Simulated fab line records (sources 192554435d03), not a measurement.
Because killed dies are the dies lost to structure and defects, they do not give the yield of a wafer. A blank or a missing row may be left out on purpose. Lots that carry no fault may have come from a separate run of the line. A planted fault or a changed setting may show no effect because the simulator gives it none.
Matching of chambers | flow n5Finfet | 4 sister chambers for N5_MOL_CONTACT_COAG_STRIP_98 on rieDiel-05
The step strips in N2/H2. 22 wafers are shown with their chamber, then 11 later ones without.

EACH WAFER AND ITS CHAMBER
wafer  | chamber | drypumpMotorCurrentA (A) | throttleValvePct (%) | oesProductAu (a.u.)
L076.3 | 0       | 5.1                      | 19.4                 | 0.69
L076.5 | 2       | 5.8                      | 18.4                 | 0.70
L076.6 | 3       | 6.0                      | 18.9                 | 0.69
L077.2 | 3       | 5.9                      | 18.9                 | 0.68
L077.3 | 0       | 5.1                      | 19.5                 | 0.71
L077.4 | 3       | 5.9                      | 18.9                 | 0.69
L080.3 | 1       | 5.7                      | 18.5                 | 0.76
L080.4 | 2       | 5.8                      | 18.0                 | 0.97
L080.5 | 3       | 5.9                      | 18.9                 | 0.67
L081.3 | 2       | 5.8                      | 18.0                 | 0.96
L081.5 | 1       | 5.7                      | 18.5                 | 0.77
L081.6 | 2       | 5.8                      | 18.0                 | 0.96
L084.1 | 2       | 5.8                      | 18.0                 | 0.92
L084.2 | 3       | 5.9                      | 18.9                 | 0.67
L084.6 | 0       | 5.1                      | 19.1                 | 0.95
L086.1 | 2       | 5.8                      | 18.0                 | 0.93
L086.5 | 2       | 5.8                      | 18.0                 | 0.94
L086.6 | 3       | 5.9                      | 18.9                 | 0.65
L089.1 | 2       | 5.8                      | 18.0                 | 0.94
L089.4 | 0       | 5.1                      | 19.1                 | 0.92
L089.6 | 1       | 5.7                      | 18.6                 | 0.76
L090.2 | 1       | 5.7                      | 18.6                 | 0.75

SIGNATURES, as means of the wafers listed above
reading              | chamber 0 | chamber 1 | chamber 2 | chamber 3 | scatter within a chamber
drypumpMotorCurrentA | 5.100     | 5.700     | 5.800     | 5.917     | 0.0215
throttleValvePct     | 19.275    | 18.550    | 18.050    | 18.900    | 0.124
oesProductAu         | 0.8175    | 0.7600    | 0.9150    | 0.6750    | 0.0789
Rule: a wafer lies at a distance from a chamber equal to the root of the sum of squares, over the readings, of (its reading less the chamber's mean, divided by the reading's scatter). The wafer belongs to the nearest chamber; if the next one is less than 2 further off, it can't be placed. The scatter: take each reading less its chamber's mean, square it, sum over the shown wafers, divide by the number of wafers less the number of chambers, and take the root.

WAFERS WITH NO CHAMBER GIVEN
wafer  | drypumpMotorCurrentA (A) | throttleValvePct (%) | oesProductAu (a.u.)
L090.3 | 5.8                      | 18.0                 | 0.93
L090.6 | 5.1                      | 19.1                 | 0.91
L091.1 | 5.9                      | 18.9                 | 0.65
L091.2 | 5.6                      | 18.6                 | 0.73
L091.3 | 5.1                      | 19.1                 | 0.91
L096.1 | 5.7                      | 18.6                 | 0.73
L096.3 | 5.8                      | 18.0                 | 0.88
L096.6 | 5.7                      | 18.6                 | 0.74
L097.3 | 5.6                      | 18.6                 | 0.73
L097.4 | 5.1                      | 19.1                 | 0.87
L097.6 | 5.7                      | 18.6                 | 0.73

CHAMBER TAKEN BY EACH
wafer  | from the rows above | in truth
L090.3 | 2                   | 2
L090.6 | 0                   | 0
L091.1 | 3                   | 3
L091.2 | 1                   | 1
L091.3 | 0                   | 0
L096.1 | 1                   | 1
L096.3 | 2                   | 2
L096.6 | 1                   | 1
L097.3 | 1                   | 1
L097.4 | 0                   | 0
L097.6 | 1                   | 1
Correct placement for 11 of the 11. From these rows, 0 cannot be placed. Number placed wrongly: 0.
